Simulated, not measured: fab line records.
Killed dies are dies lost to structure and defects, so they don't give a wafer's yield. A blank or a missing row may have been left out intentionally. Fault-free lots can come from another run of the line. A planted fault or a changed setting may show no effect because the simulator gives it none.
A single fault, viewed from 2 desks || flow nandHarc || every desk sees just its own numbers, and what lay behind them comes last

FROM THE METROLOGY DESK
What the gauges read for every lot (on any tool): the sampled wafers with a number, averaged. Marked OUT: a lot whose mean sits more than 4 standard deviations from the usual mean, which makes it out of limits; the brackets give that distance.
Columns: A = thkNm at NHARC_A_ONON_D2_THK_MEAS_18, usual 1001 nm; B = thkNm at NHARC_A_ONON_D2_THK_MEAS_24, usual 1001 nm; C = thkNm at NHARC_A_ONON_D2_THK_MEAS_27, usual 1002 nm
{"lot": "L934", "first seen here": "day 12 16:12", "A": 995, "B": 1014, "C": 1014}
{"lot": "L936", "first seen here": "day 13 10:56", "A": 1004, "B": 999, "C": 1004}
{"lot": "L935", "first seen here": "day 13 10:56", "A": 998, "B": 1017, "C": 1001}
{"lot": "L938", "first seen here": "day 14 01:49", "A": 994, "B": 1007, "C": 1001}
{"lot": "L939", "first seen here": "day 14 17:05", "A": 1028, "B": 991, "C": 1000}
{"lot": "L946", "first seen here": "day 17 11:04", "A": 996, "B": 1012, "C": "582 (-47) OUT"}
{"lot": "L947", "first seen here": "day 18 15:41", "A": 1002, "B": 1003, "C": "575 (-48) OUT"}
{"lot": "L948", "first seen here": "day 18 23:41", "A": 1003, "B": 1003, "C": 1020}
{"lot": "L950", "first seen here": "day 19 16:19", "A": 1003, "B": 994, "C": 1000}
{"lot": "L949", "first seen here": "day 19 16:19", "A": 994, "B": 1010, "C": 1005}
{"lot": "L954", "first seen here": "day 21 05:17", "A": 1003, "B": 1007, "C": 1004}
{"lot": "L955", "first seen here": "day 22 03:52", "A": 996, "B": 1008, "C": 999}
{"lot": "L956", "first seen here": "day 22 03:52", "A": 988, "B": 995, "C": 987}
{"lot": "L957", "first seen here": "day 22 03:52", "A": 997, "B": 992, "C": 996}
This desk's finding: out of limits on L946, L947; first on L946, day 17 12:46 (thkNm at NHARC_A_ONON_D2_THK_MEAS_27). L934, L936, L935, L938, L939, L948, L950, L949, L954, L955, L956, L957 stayed within limits.

THE DEFECT DESK
What the inspections along the route counted, lot by lot: means of the sampled wafers that have a number. Marked OUT: a lot whose mean sits more than 4 standard deviations from the usual mean, which makes it out of limits; the brackets give that distance.
Columns: A = rawDefectCount at NHARC_A_DECK1_JOINT_INSPECT_05, usual 311
{"lot": "L934", "first seen here": "day 12 05:34", "A": 304}
{"lot": "L936", "first seen here": "day 13 00:20", "A": 214}
{"lot": "L935", "first seen here": "day 13 00:21", "A": 279}
{"lot": "L938", "first seen here": "day 13 13:11", "A": 243}
{"lot": "L939", "first seen here": "day 14 06:31", "A": 272}
{"lot": "L946", "first seen here": "day 17 00:31", "A": 265}
{"lot": "L947", "first seen here": "day 18 04:46", "A": 374}
{"lot": "L948", "first seen here": "day 18 11:51", "A": 269}
{"lot": "L949", "first seen here": "day 19 06:05", "A": 285}
{"lot": "L950", "first seen here": "day 19 06:05", "A": 283}
{"lot": "L954", "first seen here": "day 20 18:41", "A": 448}
{"lot": "L956", "first seen here": "day 21 17:16", "A": 152}
{"lot": "L957", "first seen here": "day 21 17:16", "A": 358}
{"lot": "L955", "first seen here": "day 21 17:26", "A": 318}
This desk's finding: nothing out of limits on any of the 14 lots.

TAKEN TOGETHER
Metrology desk: alarm possible at day 17 12:46 on L946, L947.
Nothing the defect desk looked at was out of limits.
The defect desk has L946, L947 on record, within its limits.
The lots listed all ran NHARC_A_ONON_D2_DEP_25 on pecvdOnon-03.

WHAT THE SIMULATOR HAD PUT IN
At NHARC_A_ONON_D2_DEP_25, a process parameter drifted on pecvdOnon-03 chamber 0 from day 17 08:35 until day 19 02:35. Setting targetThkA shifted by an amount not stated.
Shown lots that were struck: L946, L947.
Hours from the fault's start to each desk's first reading out of limits: the metrology desk, 4.
